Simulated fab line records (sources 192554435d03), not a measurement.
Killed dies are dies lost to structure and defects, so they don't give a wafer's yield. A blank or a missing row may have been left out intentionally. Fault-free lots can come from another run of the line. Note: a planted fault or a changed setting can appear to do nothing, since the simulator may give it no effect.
fab line records	flow n5Finfet
record lots=7	wafers=21
route steps=1938 shown BEOL_M3@963 BEOL_M4@1023 BEOL_M5@1142 BEOL_M6@1233 BEOL_M8@1332
startH: the number of hours between the record's first day and the start of the first shown wafer of the lot	waitH: hours elapsed since this lot's preceding step	" same as the row above	L1.1+2: several wafers, shown together as one row	- value missing, or start not given	* or withheld: withheld	< > ~ a bound
route shown NAME@n: names a module that has steps shown in the file, with the first one's number in the route	usual: mean and standard deviation over wafers with no fault	same: alike in all rows	chamber/n: place in a boat	sites: per-site readings	_std_site: standard deviation of those values	_edge_site: outer sites' mean less inner sites'	radiusMm: for every site, how far away it sits from the centre of the wafer	mask NAME#n: copy n	behind: the most recent tool/chamber to have shaped the wafer	hold: cause of the lot's hold/its duration in hours/its outcome	device: transistor that didn't switch, given as n, p or np	end of line: the route-end tests of the same wafers	a step without rows: its recipe alone	killed: dies that structure and defects cost at the first sort, which is not the same as the wafer's yield	map: a wafer's dies, x killed, . not, _ none there
set.NAME: the run value of the setting; set.NAME@STEP: its run value at that earlier step	model.NAME: the simulator's own value behind a step, which no gauge read
lots run with intentionally changed settings; tables by step, rows by wafer
## steps
# step N5_BEOL_M3_EXPOSE_25
# recipe maskId=V2	na=0.33	sourceShape=quasar	sigmaInner=0.2	sigmaOuter=0.8	polarization=unpolarized	defocusNm=5	doseMj=63
lot.wafer	tool	chamber	startH	waitH	mask	set.doseMj
L076.2+4+6	euvScanner-02	0	159.36	-	V2#0	63
L083.1	euvScanner-02	0	206.01	-	V2#0	63
L083.4+5	"	0	"	"	V2#0	66.02
L085.1+5+6	euvScanner-02	0	208.49	-	V2#0	63
L086.2	euvScanner-02	0	214.91	-	V2#0	63
L086.3+6	"	0	"	"	V2#0	64.36
L089.2+6	euvScanner-02	0	229.30	-	V2#0	63
L089.4	"	0	"	"	V2#0	61.75
L088.2+4	euvScanner-02	0	229.54	-	V2#0	63
L088.3	"	0	"	"	V2#0	60.28
L096.1	euvScanner-02	0	276.95	-	V2#0	67.59
L096.2+6	"	0	"	"	V2#0	63
# step N5_BEOL_M3_PEB_26
# recipe pebTempC=100	pebTimeS=60	resist=CAR-EUV
# step N5_BEOL_M3_DEVELOP_27
# recipe developTimeS=30	developer=TMAH	resist=CAR-EUV	rinseLiquid=surfactantRinse	dry=airSpin	devTempC=23
# step N5_BEOL_M3_CD_MEAS_28
# recipe targetCdNm=25.7	landingEnergyEv=500	detector=seInlens	targetCdYNm=23.3	polarity=opening
# usual cdNm=25.69/0.25
lot.wafer	tool	chamber	startH	waitH	set.doseMj@BEOL_M3_EXPOSE_25	cdNm
L076.2	cdSem-01	0	159.50	-	63	25.61
L076.4	"	0	"	"	63	25.41
L076.6	"	0	"	"	63	26.06
L083.1	cdSem-03	0	206.16	-	63	26.29
L083.4	"	0	"	"	66.02	26.76
L083.5	"	0	"	"	66.02	27.01
L085.1	cdSem-01	0	208.64	-	63	25.25
L085.5	"	0	"	"	63	25.66
L085.6	"	0	"	"	63	25.51
L086.2	cdSem-03	0	215.05	-	63	25.78
L086.3	"	0	"	"	64.36	26.34
L086.6	"	0	"	"	64.36	26.27
L089.2	cdSem-02	0	229.44	-	63	25.55
L089.4	"	0	"	"	61.75	25.36
L089.6	"	0	"	"	63	25.64
L088.2	cdSem-03	0	229.67	-	63	26.01
L088.3	"	0	"	"	60.28	24.74
L088.4	"	0	"	"	63	25.78
L096.1	cdSem-01	0	277.10	-	67.59	26.93
L096.2	"	0	"	"	63	25.57
L096.6	"	0	"	"	63	25.66
# step N5_BEOL_M4_PECVD_72
# recipe material=SiO2	targetThkA=160	tempC=400	precursor=TEOS/O2	pressureTorr=5.5	rfW=450	teosFlowSccm=53.8	gas=O2	flowSccm=3000	timeS=18
lot.wafer	tool	chamber	startH	waitH	set.timeS	model.SiO2_of_BEOL_M4_PECVD_72.thkNm
L076.2	pecvd-02	0	166.48	0.0	18	15.6
L076.4	"	0	"	"	16.33	14.2
L076.6	"	2	"	"	16.33	14.4
L083.1	pecvd-01	1	211.19	0.0	16.35	14.6
L083.4	"	1	"	"	18	16.2
L083.5	"	2	"	"	16.35	15
L085.1	pecvd-04	0	214.75	0.0	18	15.8
L085.5+6	"	0,2	"	"	18	16.2
L086.2	pecvd-01	0	224.15	0.0	19.75	17.2
L086.3	"	2	"	"	18	16
L086.6	"	1	"	"	18	16.4
L089.2+4	pecvd-01	2	234.31	0.0	18	16.2
L089.6	"	1	"	"	18	16
L088.2	pecvd-01	2	234.62	0.0	18	16.4
L088.3	"	0	"	"	18	16
L088.4	"	0	"	"	18	16.2
L096.1	pecvd-04	2	285.47	0.0	16	14.6
L096.2	"	1	"	"	16	14.2
L096.6	"	1	"	"	18	16.2
# step N5_BEOL_M5_COAT_22
# recipe resist=CAR-EUV	spinRpm=1500	resistThkNm=30
lot.wafer	tool	chamber	startH	waitH	set.spinRpm	model.CAR-EUV_of_BEOL_M5_COAT_22.thkNm
L076.2+6	lithoTrack-02	0	-	-	1500	30
L076.4	"	0	"	"	1347	31.6
L083.1+4+5	lithoTrack-04	0	-	-	1500	30
L085.1+5	lithoTrack-02	0	-	-	1500	29.8
L085.6	"	0	"	"	1500	30
L086.2+6	lithoTrack-02	0	-	-	1609	29
L086.3	"	0	"	"	1500	30
L089.2	lithoTrack-01	0	-	-	1419	30.8
L089.4	"	0	"	"	1500	30
L089.6	"	0	"	"	1500	30.2
L088.2	lithoTrack-04	0	-	-	1369	31.4
L088.3	"	0	"	"	1500	30
L088.4	"	0	"	"	1500	30.2
L096.1+2	lithoTrack-02	0	-	-	1500	29.8
L096.6	"	0	"	"	1500	30
# step N5_BEOL_M5_EXPOSE_25
# recipe maskId=V4	na=0.33	sourceShape=quasar	sigmaInner=0.2	sigmaOuter=0.6	polarization=unpolarized	defocusNm=10	doseMj=52.75
lot.wafer	tool	chamber	startH	waitH	mask	set.doseMj
L076.2+6	euvScanner-02	0	181.62	-	V4#0	48.97
L076.4	"	0	"	"	V4#0	52.75
L083.1	euvScanner-02	0	221.88	-	V4#0	52.75
L083.4+5	"	0	"	"	V4#0	53.95
L085.1+5+6	euvScanner-01	0	232.79	-	V4#0	52.75
L086.2+3+6	euvScanner-02	0	239.42	-	V4#0	52.75
L089.2	euvScanner-01	0	248.48	-	V4#0	49.56
L089.4+6	"	0	"	"	V4#0	52.75
L088.2	euvScanner-01	0	259.81	-	V4#0	52.75
L088.3+4	"	0	"	"	V4#0	50.17
L096.1+6	euvScanner-02	0	306.25	-	V4#0	52.75
L096.2	"	0	"	"	V4#0	51.3
# step N5_BEOL_M5_PEB_26
# recipe pebTempC=100	pebTimeS=60	resist=CAR-EUV
# step N5_BEOL_M5_DEVELOP_27
# recipe developTimeS=30	developer=TMAH	resist=CAR-EUV	rinseLiquid=surfactantRinse	dry=airSpin	devTempC=23
# step N5_BEOL_M5_CD_MEAS_28
# recipe targetCdNm=30.6	landingEnergyEv=500	detector=seInlens	targetCdYNm=20	polarity=opening
# usual cdNm=30.80/0.28
lot.wafer	tool	chamber	startH	waitH	set.doseMj@BEOL_M5_EXPOSE_25	cdNm
L076.2	cdSem-03	0	181.75	-	48.97	29.00
L076.4	"	0	"	"	52.75	30.99
L076.6	"	0	"	"	48.97	28.84
L083.1	cdSem-01	0	222.02	-	52.75	30.57
L083.4	"	0	"	"	53.95	30.94
L083.5	"	0	"	"	53.95	31.07
L085.1	cdSem-02	0	232.92	-	52.75	30.37
L085.5	"	0	"	"	52.75	30.72
L085.6	"	0	"	"	52.75	30.89
L086.2	cdSem-03	0	239.56	-	52.75	31.08
L086.3	"	0	"	"	52.75	30.49
L086.6	"	0	"	"	52.75	31.04
L089.2	cdSem-02	0	248.61	-	49.56	29.14
L089.4	"	0	"	"	52.75	31.01
L089.6	"	0	"	"	52.75	30.64
L088.2	cdSem-02	0	259.95	-	52.75	31.07
L088.3	"	0	"	"	50.17	29.96
L088.4	"	0	"	"	50.17	29.68
L096.1	cdSem-03	0	306.39	-	52.75	30.81
L096.2	"	0	"	"	51.3	30.53
L096.6	"	0	"	"	52.75	30.66
# step N5_BEOL_M5_DESCUM_33
# recipe chemistry=O2	timeS=7	sourcePowerW=50	biasPowerW=20	pressureMtorr=20	rfFrequencyHz=2.712e+07	tempC=40	resist=CAR-EUV	o2FlowSccm=225
lot.wafer	tool	chamber	startH	waitH	set.spinRpm@BEOL_M5_COAT_22	model.CAR-EUV_of_BEOL_M5_COAT_22.thkNm
L076.2+6	rieDiel-03	1,3	181.88	0.0	1500	26.2
L076.4	"	0	"	"	1347	27.6
L083.1+4+5	rieDiel-02	2,1,2	222.30	0.2	1500	26
L085.1	rieDiel-02	3	233.05	0.0	1500	25.8
L085.5	"	1	"	"	1500	26
L085.6	"	0	"	"	1500	26.2
L086.2+6	rieDiel-06	1,3	239.68	0.0	1609	25
L086.3	"	0	"	"	1500	26
L089.2	rieDiel-03	3	248.82	0.1	1419	27
L089.4+6	"	1,3	"	"	1500	26.2
L088.2	rieDiel-06	2	260.35	0.3	1369	27.4
L088.3	"	0	"	"	1500	26
L088.4	"	3	"	"	1500	26.2
L096.1	rieDiel-06	2	306.94	0.5	1500	25.8
L096.2+6	"	0	"	"	1500	26
# step N5_BEOL_M6_ETCH_66
# recipe chemistry=N2/H2	target=SOC	targetDepthA=800	overetchA=160	maskMaterial=SiARC	tempC=40	timeS=120	ionEnergyEv=200	pressureMtorr=30	sourceW=840	biasW=150	n2FlowSccm=200	h2FlowSccm=200
# usual rfVppV=523.5/2.7
lot.wafer	tool	chamber	startH	waitH	set.biasW	rfVppV	model.SiARC_of_BEOL_M6_COAT_64.thkNm
L076.2	rieDiel-01	2	197.32	0.0	150	523.3	7
L076.4	"	0	"	"	150	523.0	6.2
L076.6	"	2	"	"	160.3	545.8	6.6
L083.1	rieDiel-05	0	234.49	0.0	150	521.8	6.4
L083.4	"	1	"	"	150	520.7	6.8
L083.5	"	0	"	"	150	522.9	6.4
L085.1	rieDiel-04	3	247.30	0.0	150	527.5	6.4
L085.5	"	2	"	"	150	519.7	6.6
L085.6	"	3	"	"	150	526.2	6.4
L086.2	rieDiel-04	0	254.12	0.0	126.7	469.1	7.4
L086.3	"	3	"	"	150	526.4	6.4
L086.6	"	0	"	"	126.7	469.5	7.2
L089.2	rieDiel-04	0	263.10	0.0	132.8	484.0	7
L089.4	"	3	"	"	132.8	484.5	7.2
L089.6	"	0	"	"	150	523.3	6.2
L088.2	rieDiel-04	0	272.25	0.0	150	523.5	6.2
L088.3	"	2	"	"	171.3	565.0	5.6
L088.4	"	3	"	"	150	526.8	6.4
L096.1	rieDiel-04	1	321.36	0.0	150	526.8	6.6
L096.2	"	0	"	"	150	523.4	6.4
L096.6	"	0	"	"	173	572.6	5.2
# step N5_BEOL_M6_TRENCH_ETCH_37
# recipe chemistry=C4F6/O2	targetDepthA=944.35	target=SiCOH_lowk	timeS=31.5	ionEnergyEv=250	pressureMtorr=30	sourceW=345	biasW=185	Ar_flow_sccm=300	C4F6_flow_sccm=10	O2_flow_sccm=10
lot.wafer	tool	chamber	startH	waitH	set.timeS	model.etch.depthNm	model.BEOL_M6.featureDepthNm
L076.2	rieDiel-01	2	-	-	26.53	76.9	77
L076.4	"	0	"	"	31.5	94.5	94.6
L076.6	"	2	"	"	31.5	91.23	91.2
L083.1	rieDiel-05	0	-	-	27.84	84.39	84.4
L083.4	"	1	"	"	27.84	78.76	78.8
L083.5	"	0	"	"	27.84	83.44	83.4
L085.1	rieDiel-04	3	-	-	31.5	90.77	90.8
L085.5	"	2	"	"	31.5	93.83	93.8
L085.6	"	3	"	"	31.5	91.49	91.4
L086.2	rieDiel-04	0	-	-	31.5	95.3	95.4
L086.3	"	3	"	"	31.5	90.73	90.8
L086.6	"	0	"	"	35.83	108.9	108.8
L089.2	rieDiel-04	0	-	-	35.09	107.2	107.2
L089.4	"	3	"	"	31.5	91.17	91.2
L089.6	"	0	"	"	31.5	95.18	95.2
L088.2	rieDiel-04	0	-	-	31.5	94.54	94.6
L088.3	"	2	"	"	31.5	92.36	92.4
L088.4	"	3	"	"	31.5	90.26	90.2
L096.1	rieDiel-04	1	-	-	26.91	79.18	79.2
L096.2	"	0	"	"	31.5	94.76	94.8
L096.6	"	0	"	"	31.5	93.92	94
# step N5_BEOL_M6_ETCH_41
# recipe chemistry=CH3F/O2	target=SiCN	targetDepthA=297	taperDeg=2	timeS=52	ionEnergyEv=120	maskMaterial=TiN	pressureMtorr=30	sourceW=395	biasW=75	Ar_flow_sccm=150	CH3F_flow_sccm=30	O2_flow_sccm=20
# step N5_BEOL_M6_STRIP_80
# recipe chemistry=N2/H2	timeS=10	powerW=450	tempC=40	pressureMtorr=20	rfFrequencyHz=6e+07	biasPowerW=7	n2FlowSccm=200	h2FlowSccm=200
# step N5_BEOL_M6_OCD_MEAS_38
# usual trenchDepthNm=93.6/1.9
lot.wafer	tool	chamber	startH	waitH	set.timeS@BEOL_M6_TRENCH_ETCH_37	trenchDepthNm
L076.2	ocd-01	-	197.66	-	26.53	76.8
L076.4	"	-	"	"	31.5	94.7
L076.6	"	-	"	"	31.5	90.9
L083.1	ocd-01	-	234.84	-	27.84	84.2
L083.4	"	-	"	"	27.84	77.9
L083.5	"	-	"	"	27.84	83.3
L085.1	ocd-01	-	247.65	-	31.5	90.3
L085.5	"	-	"	"	31.5	93.7
L085.6	"	-	"	"	31.5	91.4
L086.2	ocd-02	-	254.47	-	31.5	95.8
L086.3	"	-	"	"	31.5	90.9
L086.6	"	-	"	"	35.83	109.2
L089.2	ocd-01	-	263.45	-	35.09	107.1
L089.4	"	-	"	"	31.5	90.9
L089.6	"	-	"	"	31.5	95.8
L088.2	ocd-02	-	272.59	-	31.5	94.5
L088.3	"	-	"	"	31.5	92.5
L088.4	"	-	"	"	31.5	90.2
L096.1	ocd-02	-	321.70	-	26.91	78.9
L096.2	"	-	"	"	31.5	94.8
L096.6	"	-	"	"	31.5	94.1
# step N5_BEOL_M6_HM_STRIP_39
# recipe chemistry=peroxideTinStrip	material=TiN	targetDepthA=250	tempC=50	timeS=158
# step N5_BEOL_M6_SRD_40
# recipe timeS=30	tempC=23	rinseLiquid=diw	dry=ipaMarangoni
# step N5_BEOL_M6_ECD_50
# recipe material=Cu	targetThkA=3000
# step N5_BEOL_M6_ANNEAL_51
# recipe tempC=225	timeS=90	ambient=N2
# step N5_BEOL_M6_CMP_52
# recipe stopOn=SiCOH_lowk	tOverpolishS=6.9	downForcePsi=1	platenRpm=50	clearingPlatenDownForcePsi=1.5	clearingPlatenRpm=50	postCmpClean=cuAlkaline	targetThkNm=80	clearingPlatenPadVelocityMS=0.99484	padVelocityMS=0.99484
lot.wafer	tool	chamber	startH	waitH	set.timeS@BEOL_M6_TRENCH_ETCH_37	model.Cu_of_BEOL_M6_ECD_50.thkNm
L076.4	cmp-01	0	199.38	0.1	31.5	80.2
L076.2	"	1	"	"	26.53	64
L076.6	"	1	"	"	31.5	79.8
L083.1	cmp-02	3	238.76	0.3	27.84	69.6
L083.4	"	1	"	"	27.84	66
L083.5	"	0	"	"	27.84	70
L085.1	cmp-03	0	250.61	0.3	31.5	77.6
L085.6	"	0	"	"	31.5	78.4
L085.5	"	1	"	"	31.5	79.6
L086.3	cmp-02	1	257.29	0.2	31.5	78
L086.2	"	2	"	"	31.5	82
L086.6	"	1	"	"	35.83	97
L089.4	cmp-03	1	266.55	0.2	31.5	77.4
L089.2	"	2	"	"	35.09	92
L089.6	"	1	"	"	31.5	81
L088.3	cmp-03	3	274.83	0.2	31.5	76.4
L088.4	"	0	"	"	31.5	76
L088.2	"	1	"	"	31.5	79.4
L096.1	cmp-01	2	324.21	0.3	26.91	67.2
L096.2	"	3	"	"	31.5	82.2
L096.6	"	3	"	"	31.5	81.8
# step N5_BEOL_M6_THK_MEAS_53
# recipe thkMeasGauge=xrf	reads=Cu_of_BEOL_M6_ECD_50
# usual M6_THK=80.0/2.4
lot.wafer	tool	chamber	startH	waitH	set.timeS@BEOL_M6_TRENCH_ETCH_37	M6_THK[nm]
L076.2	filmMetro-01	-	199.68	-	26.53	65.2
L076.4	"	-	"	"	31.5	81.5
L076.6	"	-	"	"	31.5	81.3
L083.1	filmMetro-01	-	239.06	-	27.84	70.9
L083.4	"	-	"	"	27.84	67.0
L083.5	"	-	"	"	27.84	71.2
L085.1	filmMetro-01	-	250.90	-	31.5	78.7
L085.5	"	-	"	"	31.5	80.7
L085.6	"	-	"	"	31.5	79.7
L086.2	filmMetro-01	-	257.55	-	31.5	83.4
L086.3	"	-	"	"	31.5	79.0
L086.6	"	-	"	"	35.83	98.7
L089.2	filmMetro-01	-	266.81	-	35.09	91.6
L089.4	"	-	"	"	31.5	77.1
L089.6	"	-	"	"	31.5	80.6
L088.2	filmMetro-01	-	275.13	-	31.5	80.1
L088.3	"	-	"	"	31.5	76.9
L088.4	"	-	"	"	31.5	76.5
L096.1	filmMetro-01	-	324.51	-	26.91	68.0
L096.2	"	-	"	"	31.5	83.0
L096.6	"	-	"	"	31.5	82.8
# step N5_BEOL_M6_PRE_CLEAN_55
# recipe gas=NH3	timeS=15	tempC=withheld	rfPowerW=300
# step N5_BEOL_M6_DEP_56
# recipe material=SiCN	targetThkA=100	tempC=withheld	precursor=3MS/NH3	pressureTorr=3	rfW=202	timeS=17.5
# step N5_BEOL_M6_RS_MEAS_57
# recipe thkMeasGauge=four-point-probe	reads=Cu_of_BEOL_M6_ECD_50+Co_of_BEOL_M6_CVD_78+TaN_of_BEOL_M6_ALD_77
# usual M6_RS=0.289/0.0097
lot.wafer	tool	chamber	startH	waitH	set.timeS@BEOL_M6_TRENCH_ETCH_37	M6_RS[ohm/sq]
L076.2	filmMetro-01	-	199.82	0.1	26.53	0.373
L076.4	"	-	"	"	31.5	0.285
L076.6	"	-	"	"	31.5	0.287
L083.1	filmMetro-01	-	239.19	0.1	27.84	0.337
L083.4	"	-	"	"	27.84	0.359
L083.5	"	-	"	"	27.84	0.334
L085.1	filmMetro-01	-	251.07	0.1	31.5	0.297
L085.5	"	-	"	"	31.5	0.287
L085.6	"	-	"	"	31.5	0.292
L086.2	filmMetro-01	-	257.68	0.1	31.5	0.278
L086.3	"	-	"	"	31.5	0.295
L086.6	"	-	"	"	35.83	0.228
L089.2	filmMetro-01	-	266.94	0.1	35.09	0.243
L089.4	"	-	"	"	31.5	0.297
L089.6	"	-	"	"	31.5	0.281
L088.2	filmMetro-01	-	275.49	0.3	31.5	0.289
L088.3	"	-	"	"	31.5	0.302
L088.4	"	-	"	"	31.5	0.304
L096.1	filmMetro-01	-	324.64	0.1	26.91	0.352
L096.2	"	-	"	"	31.5	0.276
L096.6	"	-	"	"	31.5	0.279
# step N5_BEOL_M8_ILD_DEP_00
# recipe material=SiCOH_lowk	targetThkA=1797.5	tempC=300	precursor=DEMS/porogen	pressureTorr=5	rfW=500	timeS=33.4
lot.wafer	tool	chamber	startH	waitH	set.timeS	model.SiCOH_lowk_of_BEOL_M8_ILD_DEP_00.thkNm
L076.2	pecvd-04	0	208.50	0.0	33.4	177.6
L076.4	"	0	"	"	34.99	191
L076.6	"	1	"	"	34.99	192.8
L083.1	pecvd-01	1	248.06	0.0	33.4	181.8
L083.4	"	1	"	"	33.4	185.2
L083.5	"	1	"	"	36.69	199.4
L085.1	pecvd-02	0	261.35	0.0	33.4	183
L085.5	"	0	"	"	33.4	184.4
L085.6	"	1	"	"	33.4	185.2
L086.2	pecvd-02	0	263.24	0.0	33.4	179.8
L086.3	"	2	"	"	33.4	176.6
L086.6	"	0	"	"	33.4	181.2
L089.2	pecvd-01	1	275.99	0.0	31.19	169.8
L089.4	"	1	"	"	33.4	182
L089.6	"	0	"	"	33.4	182.2
L088.2	pecvd-02	1	282.96	0.0	33.4	181
L088.3	"	0	"	"	33.4	183.6
L088.4	"	2	"	"	33.4	180.2
L096.1	pecvd-01	1	332.52	0.0	33.4	179.8
L096.2	"	2	"	"	33.4	180.4
L096.6	"	2	"	"	33.4	186.4
# step N5_BEOL_M8_CURE_74
# recipe tempC=385	timeS=240	ambient=He/Ar	material=SiCOH_lowk
lot.wafer	tool	chamber	startH	waitH	set.timeS@BEOL_M8_ILD_DEP_00	model.SiCOH_lowk_of_BEOL_M8_ILD_DEP_00.thkNm
L076.2	uvCure-01	1	208.78	0.3	33.4	153.2
L076.4	"	1	"	"	34.99	164.8
L076.6	"	1	"	"	34.99	166.4
L083.1	uvCure-03	0	248.42	0.3	33.4	156.8
L083.4	"	0	"	"	33.4	159.8
L083.5	"	0	"	"	36.69	172.2
L085.1	uvCure-01	0	261.41	0.0	33.4	157.8
L085.5	"	0	"	"	33.4	159
L085.6	"	0	"	"	33.4	159.8
L086.2	uvCure-02	1	263.39	0.1	33.4	155
L086.3	"	1	"	"	33.4	152.2
L086.6	"	1	"	"	33.4	156.2
L089.2	uvCure-02	1	276.18	0.2	31.19	146.4
L089.4	"	1	"	"	33.4	156.8
L089.6	"	1	"	"	33.4	157.2
L088.2	uvCure-03	2	283.10	0.1	33.4	156.2
L088.3	"	2	"	"	33.4	158.4
L088.4	"	2	"	"	33.4	155.4
L096.1	uvCure-02	0	332.60	0.1	33.4	155
L096.2	"	0	"	"	33.4	155.6
L096.6	"	0	"	"	33.4	160.8
# step N5_BEOL_M8_THK_MEAS_01
# recipe reads=SiCOH_lowk_of_BEOL_M8_ILD_DEP_00
# usual M8_ILD_THK=156.1/2.4
lot.wafer	tool	chamber	startH	waitH	set.timeS@BEOL_M8_ILD_DEP_00	M8_ILD_THK[nm]
L076.2	filmMetro-01	-	209.22	0.4	33.4	153.2
L076.4	"	-	"	"	34.99	164.8
L076.6	"	-	"	"	34.99	166.2
L083.1	filmMetro-01	-	248.93	0.4	33.4	156.9
L083.4	"	-	"	"	33.4	159.8
L083.5	"	-	"	"	36.69	172.2
L085.1	filmMetro-01	-	261.92	0.4	33.4	157.5
L085.5	"	-	"	"	33.4	159.0
L085.6	"	-	"	"	33.4	159.8
L086.2	filmMetro-01	-	263.82	0.4	33.4	154.9
L086.3	"	-	"	"	33.4	152.3
L086.6	"	-	"	"	33.4	156.3
L089.2	filmMetro-01	-	276.61	0.4	31.19	146.3
L089.4	"	-	"	"	33.4	156.9
L089.6	"	-	"	"	33.4	157.0
L088.2	filmMetro-01	-	283.53	0.4	33.4	156.1
L088.3	"	-	"	"	33.4	158.2
L088.4	"	-	"	"	33.4	155.3
L096.1	filmMetro-01	-	333.11	0.4	33.4	155.1
L096.2	"	-	"	"	33.4	155.6
L096.6	"	-	"	"	33.4	160.7
# step N5_BEOL_M8_COAT_05
# recipe resist=CAR-ArF	spinRpm=1500	resistThkNm=90
lot.wafer	tool	chamber	startH	waitH	set.spinRpm	model.CAR-ArF_of_BEOL_M8_COAT_05.thkNm
L076.2	lithoTrack-04	0	-	-	1447	92
L076.4	"	0	"	"	1500	90.2
L076.6	"	0	"	"	1447	91.8
L083.1	lithoTrack-02	0	-	-	1500	90.2
L083.4	"	0	"	"	1397	93.2
L083.5	"	0	"	"	1500	90
L085.1	lithoTrack-05	0	-	-	1500	90
L085.5	"	0	"	"	1500	89.8
L085.6	"	0	"	"	1500	89.4
L086.2	lithoTrack-05	0	-	-	1500	90
L086.3	"	0	"	"	1500	89.8
L086.6	"	0	"	"	1500	89.6
L089.2	lithoTrack-02	0	-	-	1333	95.6
L089.4	"	0	"	"	1500	89.8
L089.6	"	0	"	"	1500	90
L088.2	lithoTrack-05	0	-	-	1500	89.6
L088.3	"	0	"	"	1448	91.4
L088.4	"	0	"	"	1448	91.6
L096.1	lithoTrack-04	0	-	-	1500	90
L096.2+6	"	0	"	"	1500	89.8
## key
split step=N5_BEOL_M3_EXPOSE_25	setting=doseMj	stated=63	by=wafer
response step=N5_BEOL_M3_CD_MEAS_28	reading=cdNm	change=+0.184	per=1%	r=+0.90
split step=N5_BEOL_M4_PECVD_72	setting=timeS	stated=18	by=wafer
response step=N5_BEOL_M4_PECVD_72	reading=model.SiO2_of_BEOL_M4_PECVD_72.thkNm	change=+0.141	per=1%	r=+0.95
split step=N5_BEOL_M5_COAT_22	setting=spinRpm	stated=1500	by=wafer
response step=N5_BEOL_M5_COAT_22	reading=model.CAR-EUV_of_BEOL_M5_COAT_22.thkNm	change=-0.148	per=1%	r=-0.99
response step=N5_BEOL_M5_DESCUM_33	reading=model.CAR-EUV_of_BEOL_M5_COAT_22.thkNm	change=-0.142	per=1%	r=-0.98
split step=N5_BEOL_M5_EXPOSE_25	setting=doseMj	stated=52.75	by=wafer
response step=N5_BEOL_M5_CD_MEAS_28	reading=cdNm	change=+0.262	per=1%	r=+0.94
split step=N5_BEOL_M6_ETCH_66	setting=biasW	stated=150	by=wafer
response step=N5_BEOL_M6_ETCH_66	reading=rfVppV	change=+3.25	per=1%	r=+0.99
response step=N5_BEOL_M6_ETCH_66	reading=model.SiARC_of_BEOL_M6_COAT_64.thkNm	change=-0.0632	per=1%	r=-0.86
split step=N5_BEOL_M6_TRENCH_ETCH_37	setting=timeS	stated=31.5	by=wafer
response step=N5_BEOL_M6_TRENCH_ETCH_37	reading=model.etch.depthNm	change=+1.09	per=1%	r=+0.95
response step=N5_BEOL_M6_TRENCH_ETCH_37	reading=model.BEOL_M6.featureDepthNm	change=+1.09	per=1%	r=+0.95
response step=N5_BEOL_M6_OCD_MEAS_38	reading=trenchDepthNm	change=+1.09	per=1%	r=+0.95
response step=N5_BEOL_M6_CMP_52	reading=model.Cu_of_BEOL_M6_ECD_50.thkNm	change=+1.09	per=1%	r=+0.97
response step=N5_BEOL_M6_THK_MEAS_53	reading=M6_THK	change=+1.1	per=1%	r=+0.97
response step=N5_BEOL_M6_RS_MEAS_57	reading=M6_RS	change=-0.00484	per=1%	r=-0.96
split step=N5_BEOL_M8_ILD_DEP_00	setting=timeS	stated=33.4	by=wafer
response step=N5_BEOL_M8_ILD_DEP_00	reading=model.SiCOH_lowk_of_BEOL_M8_ILD_DEP_00.thkNm	change=+1.87	per=1%	r=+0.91
response step=N5_BEOL_M8_CURE_74	reading=model.SiCOH_lowk_of_BEOL_M8_ILD_DEP_00.thkNm	change=+1.63	per=1%	r=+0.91
response step=N5_BEOL_M8_THK_MEAS_01	reading=M8_ILD_THK	change=+1.63	per=1%	r=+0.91
split step=N5_BEOL_M8_COAT_05	setting=spinRpm	stated=1500	by=wafer
response step=N5_BEOL_M8_COAT_05	reading=model.CAR-ArF_of_BEOL_M8_COAT_05.thkNm	change=-0.498	per=1%	r=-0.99
